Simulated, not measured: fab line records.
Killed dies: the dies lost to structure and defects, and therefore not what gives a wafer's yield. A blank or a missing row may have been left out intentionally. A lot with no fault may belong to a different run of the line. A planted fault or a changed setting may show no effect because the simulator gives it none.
Chamber matching | flow n5_finfet | N5_MOL_CONTACT_COAG_ETCH_67 on rie_diel-01 has 4 sister chambers
The step etches SOC in N2/H2, target depth 60 nm, overetch 21 nm, time 101.2 s. 4 wafers are shown with their chamber, then 12 later ones without.

== WAFERS WITH THEIR CHAMBER ==
wafer  | chamber | showerhead_plenum_p_Torr (Torr)
L090.1 | 2       | 2.59
L090.3 | 1       | 2.40
L090.5 | 3       | 2.51
L090.6 | 0       | 2.64

== WAFERS WHOSE CHAMBER IS MISSING ==
wafer  | showerhead_plenum_p_Torr (Torr)
L093.1 | 2.50
L093.4 | 2.40
L093.5 | 2.59
L094.1 | 2.50
L094.2 | 2.40
L094.3 | 2.59
L094.4 | 2.64
L094.5 | 2.40
L094.6 | 2.59
L096.4 | 2.40
L096.5 | 2.50
L096.6 | 2.64

== THE CHAMBER EACH PASSED THROUGH ==
wafer  | from the rows above | in truth
L093.1 | 3                   | 3
L093.4 | 1                   | 1
L093.5 | 2                   | 2
L094.1 | 3                   | 3
L094.2 | 1                   | 1
L094.3 | 2                   | 2
L094.4 | 0                   | 0
L094.5 | 1                   | 1
L094.6 | 2                   | 2
L096.4 | 1                   | 1
L096.5 | 3                   | 3
L096.6 | 0                   | 0
Correctly placed: 12 of 12. Left unplaced by these rows: 0. Placed wrongly: 0.
How it was worked out, from the rows above alone: a wafer's distance from a chamber is the root of the sum, over the readings, of the square of ((its reading less the chamber's mean) divided by the reading's scatter). The wafer belongs to the nearest chamber; if the next one is less than 2 further off, it can't be placed. A chamber's mean is the mean of its shown wafers. The scatter: root of mean squared gap, hidden wafer to nearest shown wafer, with one shown wafer a chamber.
